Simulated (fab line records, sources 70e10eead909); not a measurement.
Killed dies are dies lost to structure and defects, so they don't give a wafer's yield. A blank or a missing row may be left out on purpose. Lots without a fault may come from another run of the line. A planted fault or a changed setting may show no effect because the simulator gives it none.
Chamber matching | flow nand_harc | NHARC_P_BONDPAD_CMP_32 on cmp-04: 4 sister chambers
The step polishes SiCN, target thk 200 nm. 4 wafers are shown with their chamber, then 10 later ones without.

WAFERS WITH THEIR CHAMBER
wafer  | chamber | motor_current_A (A)
L087.1 | 0       | 13.8
L087.5 | 3       | 12.9
L086.1 | 2       | 10.7
L086.3 | 1       | 11.2

WAFERS WITHOUT THEIR CHAMBER
wafer  | motor_current_A (A)
L086.5 | 13.1
L088.1 | 10.4
L088.3 | 13.5
L088.4 | 11.0
L091.1 | 14.8
L091.4 | 10.6
L091.5 | 10.5
L097.2 | 14.4
L097.3 | 13.1
L097.5 | 11.5

WHICH CHAMBER EACH WENT THROUGH
wafer  | from the rows above     | in truth
L086.5 | can't be placed: 3 or 0 | 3
L088.1 | can't be placed: 2 or 1 | 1
L088.3 | can't be placed: 0 or 3 | 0
L088.4 | can't be placed: 1 or 2 | 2
L091.1 | 0                       | 0
L091.4 | can't be placed: 2 or 1 | 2
L091.5 | can't be placed: 2 or 1 | 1
L097.2 | 0                       | 0
L097.3 | can't be placed: 3 or 0 | 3
L097.5 | can't be placed: 1 or 2 | 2
Placed correctly: 2 of 10. Can't be placed from these rows: 8 (the true chamber is among the candidates in 8). Placed wrongly: 0.
How it was worked out, from the rows above alone: a wafer's distance from a chamber is the root of the sum, over the readings, of the square of ((its reading less the chamber's mean) divided by the reading's scatter). The wafer belongs to the nearest chamber; if the next one is less than 2 further off, it can't be placed. A chamber's mean is the mean of its shown wafers. The scatter: with one shown wafer a chamber, the root of the mean of the squares of how far each hidden wafer lies from its nearest shown one.
